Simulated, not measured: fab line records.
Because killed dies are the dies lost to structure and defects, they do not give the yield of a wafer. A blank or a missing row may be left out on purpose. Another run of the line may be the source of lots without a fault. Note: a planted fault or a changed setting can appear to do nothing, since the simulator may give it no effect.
Matching of chambers || flow n5 finfet || N5_BEOL_M10_ETCH_61 on rie diel-06 has 4 sister chambers
The step etches SiARC in CF4, target depth 39 nm, time 65 s. 18 wafers are shown with their chamber, then 9 later ones without.

## EACH WAFER AND ITS CHAMBER
{"wafer": "L074.2", "chamber": 0, "showerhead plenum p Torr (Torr)": 2.26, "throttle valve pct (%)": 15.38, "etch rf on time s (s)": 63.2}
{"wafer": "L074.3", "chamber": 1, "showerhead plenum p Torr (Torr)": 2.15, "throttle valve pct (%)": 15.44, "etch rf on time s (s)": 65.9}
{"wafer": "L074.5", "chamber": 1, "showerhead plenum p Torr (Torr)": 2.15, "throttle valve pct (%)": 15.44, "etch rf on time s (s)": 65.7}
{"wafer": "L076.1", "chamber": 3, "showerhead plenum p Torr (Torr)": 2.10, "throttle valve pct (%)": 15.20, "etch rf on time s (s)": 62.6}
{"wafer": "L076.3", "chamber": 0, "showerhead plenum p Torr (Torr)": 2.26, "throttle valve pct (%)": 15.39, "etch rf on time s (s)": 63.7}
{"wafer": "L076.5", "chamber": 3, "showerhead plenum p Torr (Torr)": 2.10, "throttle valve pct (%)": 15.17, "etch rf on time s (s)": 63.1}
{"wafer": "L086.1", "chamber": 1, "showerhead plenum p Torr (Torr)": 2.14, "throttle valve pct (%)": 15.48, "etch rf on time s (s)": 66.2}
{"wafer": "L086.5", "chamber": 2, "showerhead plenum p Torr (Torr)": 2.15, "throttle valve pct (%)": 15.87, "etch rf on time s (s)": 65.5}
{"wafer": "L086.6", "chamber": 3, "showerhead plenum p Torr (Torr)": 2.09, "throttle valve pct (%)": 15.24, "etch rf on time s (s)": 63.3}
{"wafer": "L087.2", "chamber": 1, "showerhead plenum p Torr (Torr)": 2.14, "throttle valve pct (%)": 15.50, "etch rf on time s (s)": 65.5}
{"wafer": "L087.3", "chamber": 3, "showerhead plenum p Torr (Torr)": 2.09, "throttle valve pct (%)": 15.23, "etch rf on time s (s)": 62.7}
{"wafer": "L087.5", "chamber": 2, "showerhead plenum p Torr (Torr)": 2.15, "throttle valve pct (%)": 15.88, "etch rf on time s (s)": 65.1}
{"wafer": "L089.1", "chamber": 3, "showerhead plenum p Torr (Torr)": 2.09, "throttle valve pct (%)": 15.25, "etch rf on time s (s)": 63.1}
{"wafer": "L089.2", "chamber": 2, "showerhead plenum p Torr (Torr)": 2.15, "throttle valve pct (%)": 15.87, "etch rf on time s (s)": 64.6}
{"wafer": "L089.5", "chamber": 2, "showerhead plenum p Torr (Torr)": 2.15, "throttle valve pct (%)": 15.87, "etch rf on time s (s)": 65.2}
{"wafer": "L091.1", "chamber": 0, "showerhead plenum p Torr (Torr)": 2.25, "throttle valve pct (%)": 15.43, "etch rf on time s (s)": 63.7}
{"wafer": "L091.2", "chamber": 3, "showerhead plenum p Torr (Torr)": 2.09, "throttle valve pct (%)": 15.25, "etch rf on time s (s)": 63.0}
{"wafer": "L091.5", "chamber": 3, "showerhead plenum p Torr (Torr)": 2.09, "throttle valve pct (%)": 15.25, "etch rf on time s (s)": 62.6}

SIGNATURES (means of the wafers above)
{"reading": "showerhead plenum p Torr", "chamber 0": 2.2567, "chamber 1": 2.1450, "chamber 2": 2.1500, "chamber 3": 2.0929, "scatter within a chamber": 0.0047}
{"reading": "throttle valve pct", "chamber 0": 15.4000, "chamber 1": 15.4650, "chamber 2": 15.8725, "chamber 3": 15.2271, "scatter within a chamber": 0.0266}
{"reading": "etch rf on time s", "chamber 0": 63.533, "chamber 1": 65.825, "chamber 2": 65.100, "chamber 3": 62.914, "scatter within a chamber": 0.307}
Rule: a wafer lies at a distance from a chamber equal to the root of the sum of squares, over the readings, of (its reading less the chamber's mean, divided by the reading's scatter). If the next closest chamber is less than 2 further off than the closest, the wafer can't be placed; otherwise it belongs to the closest. How the scatter is found: for the shown wafers, subtract from each reading the mean of its chamber, square and add these, divide the total by (wafers less chambers), then take the root.

## WAFERS WITHOUT THEIR CHAMBER
{"wafer": "L090.1", "showerhead plenum p Torr (Torr)": 2.14, "throttle valve pct (%)": 15.89, "etch rf on time s (s)": 65.1}
{"wafer": "L090.3", "showerhead plenum p Torr (Torr)": 2.14, "throttle valve pct (%)": 15.50, "etch rf on time s (s)": 66.3}
{"wafer": "L090.4", "showerhead plenum p Torr (Torr)": 2.25, "throttle valve pct (%)": 15.42, "etch rf on time s (s)": 63.6}
{"wafer": "L088.1", "showerhead plenum p Torr (Torr)": 2.09, "throttle valve pct (%)": 15.27, "etch rf on time s (s)": 62.8}
{"wafer": "L088.3", "showerhead plenum p Torr (Torr)": 2.25, "throttle valve pct (%)": 15.43, "etch rf on time s (s)": 63.4}
{"wafer": "L088.5", "showerhead plenum p Torr (Torr)": 2.09, "throttle valve pct (%)": 15.26, "etch rf on time s (s)": 62.4}
{"wafer": "L094.2", "showerhead plenum p Torr (Torr)": 2.14, "throttle valve pct (%)": 15.90, "etch rf on time s (s)": 63.8}
{"wafer": "L094.4", "showerhead plenum p Torr (Torr)": 2.14, "throttle valve pct (%)": 15.51, "etch rf on time s (s)": 65.6}
{"wafer": "L094.5", "showerhead plenum p Torr (Torr)": 2.08, "throttle valve pct (%)": 15.27, "etch rf on time s (s)": 62.5}

## WHICH CHAMBER EACH ONE RAN IN
{"wafer": "L090.1", "from the rows above": 2, "in truth": 2}
{"wafer": "L090.3", "from the rows above": 1, "in truth": 1}
{"wafer": "L090.4", "from the rows above": 0, "in truth": 0}
{"wafer": "L088.1", "from the rows above": 3, "in truth": 3}
{"wafer": "L088.3", "from the rows above": 0, "in truth": 0}
{"wafer": "L088.5", "from the rows above": 3, "in truth": 3}
{"wafer": "L094.2", "from the rows above": 2, "in truth": 2}
{"wafer": "L094.4", "from the rows above": 1, "in truth": 1}
{"wafer": "L094.5", "from the rows above": 3, "in truth": 3}
Correctly placed: 9 of 9. Left unplaced by these rows: 0. Number placed wrongly: 0.
